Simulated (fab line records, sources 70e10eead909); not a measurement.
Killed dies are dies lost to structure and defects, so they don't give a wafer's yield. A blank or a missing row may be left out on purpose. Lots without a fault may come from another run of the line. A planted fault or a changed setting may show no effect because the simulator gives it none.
Problem report in the 8D (eight disciplines) form, filled by code | flow nand_harc | the parts of the form that need people (team, actions taken, sign-off) are left out

1. THE PROBLEM
thk_nm at NHARC_A_ONON_D1_THK_MEAS_30 reads a mean of 1561 nm on 6 wafers of 2 lots; wafers without a fault read 1001 nm with a standard deviation of 7.5. That is +75 standard deviations from the usual mean.
The step: measures by ellipsometry.
First seen on wafer L229.1, day 14 16:16, on film_metro-02. The record holds 36 wafers of 12 lots with a number at this step. Rule for "out", or "out of limits": more than 4 standard deviations from the usual mean. The other wafers with a number count as sound.

2. WHAT IT IS AND WHAT IT IS NOT
question                    | is                     | is not
which readings at this step | thk_nm                 | -
which lots                  | L229, L230             | L213, L214, L215, L216, L218, L222, L225, L233, L235, L236
which wafers of those lots  | all that have a number | -
read on which gauges        | film_metro-02          | film_metro-01
when                        | from day 14 16:16      | up to then (21 sound wafers); but 9 sound wafers of L233, L235, L236 came after

3. SUSPECTS, AND WHAT RULES EACH OUT
Counting: a tool at a process step up to the reading stays a suspect if it ran every lot that is out and no sound lot after the first of them.
- the gauge at NHARC_A_ONON_D1_THK_MEAS_30: ruled out. All the wafers that are out were read on film_metro-02, but those of them that NHARC_END_SORT_01 has rows for are out there too, on other tools.
- pecvd_onon-04 at NHARC_A_ONON_D1_DEP_28 (target thk 1000 nm): kept. It ran every lot that is out, first L229 (day 14 15:45), and no sound lot after that; its last sound lot up to then is L218 (day 10 14:04).
Left after counting: pecvd_onon-04 at NHARC_A_ONON_D1_DEP_28.

4. THE CAUSE (what the simulator had put in)
Process parameter drift: pecvd_onon-04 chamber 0, from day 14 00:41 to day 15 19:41, at NHARC_A_ONON_D1_DEP_28. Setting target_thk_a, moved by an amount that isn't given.
Counting left only this tool.

5. THE CHAIN OF EFFECTS, in route order
Each row: a reading whose mean over the struck wafers that have a number lies more than 3 standard deviations from the usual. Only readings for which the record gives a usual standard deviation are gone through. hours: the time from each lot's start at the first step in this table that gives one to its start at this step, as a median over the lots. sigmas: the change in usual standard deviations.
hours | step                        | reading         | usual   | on struck wafers | change | sigmas
0     | NHARC_A_ONON_D1_THK_MEAS_30 | thk_nm          | 1001 nm | 1561             | +560   | +75
394   | NHARC_END_SORT_01           | killed_at_array | 59      | 672              | +612   | +29
394   | NHARC_END_SORT_01           | killed_dies     | 64      | 677              | +613   | +29

6. WHAT WOULD HAVE CAUGHT IT SOONER
In this record the first reading out of limits at a measuring or inspecting step was taken at day 14 16:16, 16 hours after the fault began at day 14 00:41.
Of the lots that are out (2), L230 began NHARC_A_ONON_D1_DEP_28 on pecvd_onon-04 after day 14 16:16. A hold on the tool at that time would have spared it.
